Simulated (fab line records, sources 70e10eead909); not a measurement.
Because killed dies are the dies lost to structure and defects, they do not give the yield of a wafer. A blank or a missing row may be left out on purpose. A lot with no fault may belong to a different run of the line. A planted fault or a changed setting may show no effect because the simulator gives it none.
Chamber matching | flow nandHarc | 3 sister chambers for NHARC_A_STAIRCASE_DEP_322 on pecvd-04
The step deposits SiO2, target thk 7200 nm. 3 wafers are shown with their chamber, then 8 later ones without.

## WAFERS PAIRED WITH THEIR CHAMBERS
wafer  | chamber | heaterPowerW (W)
L085.3 | 1       | 707
L088.2 | 0       | 674
L091.1 | 2       | 692

## WAFERS WHOSE CHAMBER IS MISSING
wafer  | heaterPowerW (W)
L091.3 | 707
L091.5 | 618
L093.3 | 748
L093.4 | 600
L093.5 | 616
L095.4 | 628
L095.5 | 622
L095.6 | 572

## CHAMBER TAKEN BY EACH
wafer  | from the rows above          | in truth
L091.3 | can't be placed: 1 or 2 or 0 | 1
L091.5 | can't be placed: 0 or 2 or 1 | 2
L093.3 | can't be placed: 1 or 2 or 0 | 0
L093.4 | can't be placed: 0 or 2 or 1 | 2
L093.5 | can't be placed: 0 or 2 or 1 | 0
L095.4 | can't be placed: 0 or 2 or 1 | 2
L095.5 | can't be placed: 0 or 2 or 1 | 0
L095.6 | can't be placed: 0 or 2 or 1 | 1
0 of 8 placed correctly. Unplaceable from these rows: 8, with the true chamber sitting among the candidates in 8. Number placed wrongly: 0.
How it was worked out, from the rows above alone: a wafer's distance from a chamber is the root of the sum, over the readings, of the square of ((its reading less the chamber's mean) divided by the reading's scatter). The wafer belongs to the nearest chamber; if the next one is less than 2 further off, it can't be placed. A chamber's mean is the mean of its shown wafers. The scatter: root of mean squared gap, hidden wafer to nearest shown wafer, with one shown wafer a chamber.
